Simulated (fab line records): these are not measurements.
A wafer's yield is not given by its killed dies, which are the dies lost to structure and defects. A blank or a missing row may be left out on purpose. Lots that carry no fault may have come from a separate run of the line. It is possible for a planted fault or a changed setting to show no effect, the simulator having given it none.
The tool behind it: which one? ; flow n5_finfet ; 36 wafers from 12 lots sampled at 3 of the route's 1938 steps

WHAT THE GAUGES READ, wafer by wafer
N5_BEOL_M7_THK_MEAS_01.
lot;measured;on;M7_ILD_THK (nm)
L075;day 9 08:40;film_metro-02;155.7 154.7 156.8
L078;day 10 13:32;film_metro-01;157.6 154.7 157.2
L079;day 10 21:19;film_metro-01;154.3 154.8 157.3
L077;day 11 02:21;film_metro-01;148.9 154.3 156.1
L083;day 11 07:44;film_metro-02;157.1 155.4 157.3
L085;day 12 00:44;film_metro-01;154.5 156.6 161.3
L087;day 12 11:11;film_metro-02;155.3 153.3 156.0
L091;day 13 06:31;film_metro-02;155.9 157.6 159.9
L090;day 13 17:50;film_metro-02;157.0 152.2 157.0
L092;day 13 22:49;film_metro-01;155.2 153.2 153.3
L095;day 14 22:32;film_metro-01;151.1 152.7 154.7
L096;day 15 04:09;film_metro-01;155.6 154.9 156.7

WHAT TOOL EACH LOT RAN ON (gives the tool, then ch and the chambers of the sampled wafers, and finally the start)
lot;N5_BEOL_M6_ALD_77;N5_BEOL_M6_CMP_52
L075;ald_metal-04 ch 0,2,3, day 9 04:59;cmp-02 ch 1,2,3, day 9 07:39
L078;ald_metal-01 ch 0,1,2, day 10 08:57;cmp-03 ch 1,3, day 10 12:26
L079;ald_metal-02 ch 0,1, day 10 19:10;cmp-01 ch 0,1, day 10 20:16
L077;ald_metal-02 ch 0,3, day 10 23:47;cmp-03 ch 0,1, day 11 01:06
L083;ald_metal-02 ch 2,3, day 11 05:01;cmp-02 ch 0,1,2, day 11 06:14
L085;ald_metal-01 ch 0,1, day 11 22:17;cmp-02 ch 0,1,2, day 11 23:42
L087;ald_metal-04 ch 0,1,2, day 12 08:42;cmp-01 ch 0,1,2, day 12 09:58
L091;ald_metal-02 ch 1,2,3, day 13 02:45;cmp-02 ch 1,3, day 13 05:29
L090;ald_metal-02 ch 0,1,3, day 13 15:17;cmp-03 ch 2,3, day 13 16:46
L092;ald_metal-02 ch 1,2, day 13 20:10;cmp-01 ch 0,1,2, day 13 21:28
L095;ald_metal-02 ch 1,2,3, day 14 18:34;cmp-01 ch 2,3, day 14 21:28
L096;ald_metal-02 ch 2,3, day 15 01:50;cmp-01 ch 1,2,3, day 15 03:09
- N5_BEOL_M6_ALD_77: deposits TaN, target thk 2 nm, pulse time 2 s, purge time 3 s.
- N5_BEOL_M6_CMP_52: polishes, stops on SiCOH lowk, t overpolish 6.9 s, target thk 80 nm.

THE ANSWER, worked out from the rows above alone
Rule: the usual values come from the lots themselves. Put in order of their means at a reading, lots are off if they are a third of the lots or fewer, leave a main group of 4 or more, and stand apart from it by a gap of 3 or more times the standard deviation of the main group's means; of several such gaps the widest counts. If all means in a main group match to the digits the tables above print for the reading, that group is not used. A lot without any number at a reading at which 4 lots or more have one is off too. The other lots that the step has rows for count as sound.
No lot is off at any reading shown: from this, nothing can be told.

WHAT HAD BEEN PUT IN BY THE SIMULATOR
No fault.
